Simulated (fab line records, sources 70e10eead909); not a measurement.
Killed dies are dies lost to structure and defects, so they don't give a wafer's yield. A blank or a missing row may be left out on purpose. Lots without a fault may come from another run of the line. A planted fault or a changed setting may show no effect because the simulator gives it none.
Chamber matching | flow nand_harc | NHARC_P_M2_DEP_33 on pecvd-01: 3 sister chambers
The step deposits SiCN, target thk 30 nm. 3 wafers are shown with their chamber, then 7 later ones without.

WAFERS WITH THEIR CHAMBER
wafer  | chamber | heater_power_w (W)
L084.3 | 1       | 486
L087.1 | 0       | 461
L087.2 | 2       | 563

WAFERS WITHOUT THEIR CHAMBER
wafer  | heater_power_w (W)
L087.6 | 559
L095.1 | 571
L095.4 | 561
L095.5 | 499
L096.4 | 508
L096.5 | 488
L096.6 | 445

WHICH CHAMBER EACH WENT THROUGH
wafer  | from the rows above | in truth
L087.6 | 2                   | 2
L095.1 | 2                   | 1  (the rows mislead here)
L095.4 | 2                   | 2
L095.5 | 1                   | 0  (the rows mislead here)
L096.4 | 1                   | 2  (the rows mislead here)
L096.5 | 1                   | 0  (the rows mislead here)
L096.6 | 0                   | 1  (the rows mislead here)
Placed correctly: 2 of 7. Can't be placed from these rows: 0. Placed wrongly: 5.
How it was worked out, from the rows above alone: a wafer's distance from a chamber is the root of the sum, over the readings, of the square of ((its reading less the chamber's mean) divided by the reading's scatter). The wafer belongs to the nearest chamber; if the next one is less than 2 further off, it can't be placed. A chamber's mean is the mean of its shown wafers. The scatter: with one shown wafer a chamber, the root of the mean of the squares of how far each hidden wafer lies from its nearest shown one.
